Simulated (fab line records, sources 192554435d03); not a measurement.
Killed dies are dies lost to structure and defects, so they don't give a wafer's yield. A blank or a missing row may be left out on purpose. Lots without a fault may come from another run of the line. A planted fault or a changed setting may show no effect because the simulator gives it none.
fab line records | flow n5_finfet
record lots=12 wafers=33 last_day=17
route steps=1938 shown SD_EPI_P@307 ILD0@341 PASSIVATION@1936
lots that met no fault: from a run of the same line without faults
start_h: hours from the record's first day to the start of the lot's first wafer shown | wait_h: hours since the lot's step before | " the same as in the row above | L1.1+2: a row that stands for several wafers | - no value, or no start given | * or withheld: withheld | < > ~ a bound
route shown NAME@n: a module of which the file shows steps, and the number in the route of the first | usual: mean/standard deviation of fault-free wafers | same: alike in all rows | chamber/n: place in a boat | sites: the reading at each site | _std_site: their standard deviation | _edge_site: outer sites' mean less inner sites' | radius_mm: how far each site lies from the wafer's centre | mask NAME#n: copy n | behind: the tool/chamber that last shaped the wafer | hold: why the lot was held/for how many hours/how that ended | device: the transistor (n, p or np) that didn't switch | end of line: the same wafers' tests at the end of the route | a step without rows: its recipe alone | killed: dies lost to structure and defects at the first sort, not the wafer's yield | map: a wafer's dies, x killed, . not, _ none there
set.NAME: the setting as run; set.NAME@STEP: as run at that earlier step | model.NAME: the simulator's own value behind a step, which no gauge read
steps of the route over a sample of lots; a table a step, a row a wafer
services: from which hour (start_h, from the record's first day; less than 0 if before it) a tool's chamber was out of use, for how many hours, and why
## steps
# step N5_SD_EPI_P_ETCH_36
# recipe chemistry=CF4 target=SiARC target_depth_a=455 mask_material=CAR-ArF-block time_s=75.8 ion_energy_ev=80 pressure_mtorr=40 source_w=545 bias_w=36 Ar_flow_sccm=100 cf4_flow_sccm=100 ends=cleared
# usual drypump_motor_current_A=5.8/0.42 etch_rf_on_time_s=75.5/1.7 oes_product_au=0.68/0.067 rf_vpp_V=184.0/1.2 showerhead_plenum_p_Torr=2.14/0.075 throttle_valve_pct=15.59/0.16
# columns lot.wafer tool chamber start_h wait_h drypump_motor_current_A etch_rf_on_time_s oes_product_au rf_hours_counter_h rf_vpp_V showerhead_plenum_p_Torr throttle_valve_pct
L993.1 rie_diel-01 2 65.80 0.0 5.2 75.8 0.73 60 182.6 2.10 15.59
L993.2 " 3 " " 6.0 76.8 0.68 119 184.5 2.16 15.51
L993.5 " 3 " " 6.0 76.5 0.68 - 183.7 2.16 15.50
L994.1 rie_diel-05 1 71.93 0.0 6.1 74.4 0.71 76 183.8 2.10 15.69
L994.2 " 3 " " 6.2 75.0 0.64 188 185.2 2.21 15.65
L994.3 " 2 " " 5.3 76.4 0.70 74 185.3 2.16 15.68
L995.2 rie_diel-04 3 77.38 0.0 5.7 76.2 0.60 217 183.3 2.03 15.73
L995.3 " 1 " " 5.9 73.1 0.79 16 187.6 2.28 15.54
L995.6 " 3 " " 5.7 76.8 0.60 - 184.6 2.03 15.73
L999.2 rie_diel-04 2 100.38 0.0 5.5 77.3 0.57 244 181.8 2.04 15.73
L999.3 " 1 " " 5.8 72.7 0.78 22 185.0 2.28 15.53
L999.5 " 2 " " 5.5 77.0 0.58 - 181.5 2.03 15.74
L100.1 rie_diel-05 1 107.16 0.0 6.1 74.7 0.70 86 183.0 2.10 15.68
L100.2 " 3 " " 6.2 73.4 0.64 199 184.0 2.21 15.66
L100.6 " 1 " " 6.1 74.6 0.70 - 182.5 2.09 15.67
L103.3 rie_diel-05 3 129.20 0.0 6.2 73.2 0.63 - 184.8 2.21 15.71
L103.5 " 2 " " 5.3 74.8 0.69 - 185.2 2.15 15.71
L103.6 " 3 " " 6.2 72.8 0.64 - 184.9 2.21 15.69
L104.3 rie_diel-01 1 135.57 0.0 6.3 76.2 0.74 40 183.2 2.11 15.30
L104.4 " 2 " " 5.1 76.3 0.71 - 183.2 2.09 15.65
L104.5 " 3 " " 6.0 77.7 0.66 - 184.7 2.16 15.53
L105.1 rie_diel-05 2 136.82 0.0 5.3 74.6 0.69 94 184.8 2.15 15.73
L105.4 " 2 " " 5.3 75.2 0.69 - 184.2 2.15 15.73
L105.5 " 1 " " 6.1 74.8 0.70 - 183.9 2.09 15.69
L107.3 rie_diel-05 3 148.74 0.0 6.2 73.7 0.63 214 184.2 2.21 15.72
L107.5 " 2 " " 5.2 76.0 0.68 - 184.6 2.15 15.71
L108.2 rie_diel-04 2 154.46 0.0 5.6 75.1 0.81 3 185.2 2.29 15.27
L108.3 " 0 " " 5.1 72.3 0.67 149 184.7 2.14 15.53
L108.6 " 3 " " 5.7 76.6 0.58 - 183.3 2.03 15.78
L109.1 rie_diel-04 3 160.39 0.0 5.7 77.0 0.58 244 182.7 2.02 15.76
L109.5 " 0 " " 5.1 72.9 0.66 - 183.0 2.14 15.51
L111.1 rie_diel-05 2 171.58 0.0 5.3 75.3 0.68 107 183.4 2.15 15.74
L111.5 " 3 " " 6.2 74.5 0.62 - 183.9 2.20 15.73
# step N5_ILD0_THK_MEAS_08
# usual thk_nm=138.6/1.1
# columns lot.wafer tool chamber start_h wait_h thk_nm
L993.1 film_metro-01 - 74.28 - 136.5
L993.2 " - " " 138.1
L993.5 " - " " 140.2
L994.1 film_metro-01 - 79.67 - 138.3
L994.2 " - " " 140.3
L994.3 " - " " 139.3
L995.2 film_metro-02 - 85.06 - 137.6
L995.3 " - " " 138.0
L995.6 " - " " 137.5
L999.2 film_metro-02 - 108.00 - 138.3
L999.3 " - " " 139.5
L999.5 " - " " 141.4
L100.1 film_metro-02 - 114.74 - 139.0
L100.2 " - " " 138.4
L100.6 " - " " 138.7
L103.3 film_metro-02 - 137.90 - 138.4
L103.5 " - " " 139.4
L103.6 " - " " 139.0
L104.3 film_metro-02 - 143.06 - 140.7
L104.4 " - " " 138.2
L104.5 " - " " 140.4
L105.1 film_metro-02 - 144.36 - 138.8
L105.4 " - " " 137.4
L105.5 " - " " 137.4
L107.3 film_metro-02 - 156.32 - 138.6
L107.5 " - " " 138.0
L108.2 film_metro-01 - 162.12 - 139.2
L108.3 " - " " 137.5
L108.6 " - " " 138.8
L109.1 film_metro-01 - 167.98 - 137.9
L109.5 " - " " 136.9
L111.1 film_metro-01 - 179.25 - 137.1
L111.5 " - " " 138.4
# step N5_ILD0_CMP_12
# recipe stop_on=poly-Si material=SiNx t_overpolish_s=6 post_cmp_clean=alkaline_brush down_force_psi=2.5 platen_rpm=51.8 pad_velocity_m_s=1.0307 target_thk_nm=17.67
# usual motor_current_A=9.1/1 overpolish_run_s=6.000/0.0092 platen_rpm=51.80/0.035 slurry_filter_dp_kPa=13.50/0.15 time_to_endpoint_s=29.0/2.6
# same t_overpolish_s=6
# columns lot.wafer tool chamber start_h wait_h motor_current_A overpolish_run_s platen_rpm slurry_filter_dp_kPa time_to_endpoint_s
L993.1 cmp-03 2 77.45 1.2 10.2 5.988 51.76 13.54 28.3
L993.2 " 3 " " 10.7 6.007 51.75 13.55 28.5
L993.5 " 2 " " 10.1 5.990 51.79 13.56 24.8
L994.2 cmp-02 1 82.62 1.2 9.0 5.989 51.77 13.48 30.4
L994.1 " 2 " " 9.4 6.003 51.80 13.45 33.0
L994.3 " 3 " " 8.4 6.011 51.77 13.68 28.8
L995.3 cmp-03 3 88.02 1.2 11.2 5.997 51.82 13.21 32.0
L995.2 " 1 " " 10.4 5.989 51.83 13.62 31.9
L995.6 " 3 " " 10.9 5.997 51.79 13.44 31.2
L999.2 cmp-03 3 111.01 1.1 10.9 6.003 51.84 13.42 31.6
L999.3 " 2 " " 10.4 5.990 51.83 13.54 25.5
L999.5 " 3 " " 11.0 6.010 51.79 13.51 29.4
L100.1 cmp-04 0 117.65 1.1 8.1 6.011 51.83 13.20 29.3
L100.2 " 1 " " 8.9 5.994 51.76 13.66 29.1
L100.6 " 1 " " 8.9 5.988 51.73 13.21 24.4
L103.3 cmp-04 2 140.86 1.2 8.7 5.993 51.78 13.18 26.3
L103.5 " 1 " " 8.9 6.001 51.81 13.65 25.8
L103.6 " 2 " " 8.8 6.015 51.79 13.34 28.2
L104.3 cmp-04 1 146.35 1.2 9.1 5.998 51.82 13.68 25.0
L104.4 " 2 " " 9.2 6.005 51.74 13.59 28.8
L104.5 " 3 " " 7.7 5.978 51.76 13.35 27.3
L105.1 cmp-04 0 147.32 1.2 8.6 5.999 51.78 13.43 27.4
L105.4 " 1 " " 9.0 6.009 51.80 13.45 24.9
L105.5 " 0 " " 8.4 5.997 51.76 13.48 30.1
L107.3 cmp-04 3 159.35 1.2 7.3 5.998 51.81 13.48 56.1
L107.5 " 0 " " 8.5 6.003 51.75 13.54 58.9
L108.3 cmp-03 3 165.22 1.2 10.6 5.997 51.80 13.43 27.9
L108.2 " 1 " " 9.9 6.011 51.77 13.64 31.8
L108.6 " 2 " " 9.9 6.004 51.82 13.49 24.7
L109.1 cmp-04 0 170.98 1.2 8.1 6.000 51.81 13.54 29.5
L109.5 " 2 " " 8.4 6.014 51.78 13.46 59.6
L111.1 cmp-04 2 182.20 1.2 8.1 6.011 51.79 13.53 30.6
L111.5 " 2 " " 9.0 6.001 51.80 13.59 58.4
# step N5_ILD0_THK_MEAS_13
# usual thk_nm=17.7/1.2
# columns lot.wafer tool chamber start_h wait_h thk_nm
L993.1 film_metro-01 - 77.71 - 16.2
L993.2 " - " " 17.5
L993.5 " - " " 16.0
L994.1 film_metro-02 - 82.88 - 19.1
L994.2 " - " " 18.0
L994.3 " - " " 17.1
L995.2 film_metro-02 - 88.28 - 17.5
L995.3 " - " " 17.3
L995.6 " - " " 17.0
L999.2 film_metro-02 - 111.31 - 17.2
L999.3 " - " " 17.4
L999.5 " - " " 18.0
L100.1 film_metro-02 - 117.95 - 17.9
L100.2 " - " " 16.3
L100.6 " - " " 16.3
L103.3 film_metro-02 - 141.11 - 18.7
L103.5 " - " " 16.5
L103.6 " - " " 19.3
L104.3 film_metro-02 - 146.58 - 16.0
L104.4 " - " " 18.5
L104.5 " - " " 15.8
L105.1 film_metro-02 - 147.57 - 16.9
L105.4 " - " " 16.9
L105.5 " - " " 16.3
L107.3 film_metro-01 - 159.53 - 17.5
L107.5 " - " " 17.9
L108.2 film_metro-01 - 165.49 0.2 18.3
L108.3 " - " " 18.0
L108.6 " - " " 15.6
L109.1 film_metro-01 - 171.19 - 18.4
L109.5 " - " " 18.8
L111.1 film_metro-01 - 182.46 - 17.3
L111.5 " - " " 19.8
# step N5_PASSIVATION_PROBE_49
# usual killed_at_M0_to_M3=34/12 killed_at_M4_up=12/4.9 killed_at_contacts=13/7.2 killed_at_front_end=39/12 killed_at_other=3.7/2.9 killed_dies=101/18 killed_open=67/14 killed_short=33/7.2
# same gross_dies=1180 killed_at_back_side=0
# columns lot.wafer tool chamber start_h wait_h killed_at_M0_to_M3 killed_at_M4_up killed_at_contacts killed_at_front_end killed_at_other killed_dies killed_open killed_short
L111.5 prober-01 - 393.36 0.2 31 15 6 51 5 108 72 36
# killed by level:class
L111.5 BEOL_M3:geometric_particle:open=11 BEOL_M4:geometric_particle:open=10 FIN_SAQP:geometric_particle:short=9 STI_FIN_REVEAL:geometric_particle:open=8 FIN_SAQP:geometric_particle:open=6 STARTING-WAFER:geometric_particle:open=5 ILD0:geometric_particle:short=4 MOL_CONTACT_COAG:geometric_particle:open=4
## services
# columns tool chamber start_h hours kind
cmp-02 - 50.01 2.6 repair
rie_diel-04 1 56.27 4.2 repair
rie_diel-05 - 60.59 0.6 repair
cmp-03 - 67.46 6.0 pm
cmp-03 - 79.05 1.3 repair
rie_diel-04 0 80.56 7.8 repair
cmp-02 - 84.88 4.3 repair
rie_diel-01 - 98.51 2.8 pm
rie_diel-01 3 111.79 13.2 repair
rie_diel-04 2 120.94 - clean
rie_diel-04 2 120.94 - consumable_replace:focus_ring
rie_diel-04 2 120.94 - consumable_replace:showerhead
rie_diel-05 0 123.19 - clean
rie_diel-05 0 123.19 - consumable_replace:focus_ring
rie_diel-05 0 123.19 28.3 scheduled_down
rie_diel-05 0 123.19 28.3 vent_cycle
rie_diel-01 0 123.46 131.8 repair
rie_diel-05 1 126.84 5.4 repair
cmp-02 - 128.26 1.0 repair
cmp-02 - 135.48 4.0 pm
rie_diel-01 3 154.67 14.1 repair
cmp-02 - 156.69 0.8 repair
cmp-04 - 167.18 0.8 repair
cmp-03 - 169.80 1.1 repair
## key
first_sign step=N5_ILD0_CMP_12 reading=time_to_endpoint_s direction=up sigmas=11 usual=* struck=*
effect none on later readings
met_at N5_ILD0_CMP_12
struck_lots L107,L109,L111
struck_wafers L107.3,L107.5,L109.5,L111.5
tester_left_out L107,L109,L111
not_acting_at N5_SD_EPI_P_ETCH_36,N5_ILD0_THK_MEAS_08,N5_ILD0_THK_MEAS_13
onset_between 147.32 159.35
fault kind=process_parameter_drift tool=cmp-04 chamber=- onset_h=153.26 steps=N5_ILD0_CMP_12 channel=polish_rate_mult offset=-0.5 shape=step end_h=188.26 scope=struck_wafers_only
# tester_left_out: of these lots the tester's yield and bins aren't shown, on N5 and GAA mostly nor the transistor test; their killed dies are dies lost to structure and defects alone, not to doping, threshold or leakage, so they don't give the yield
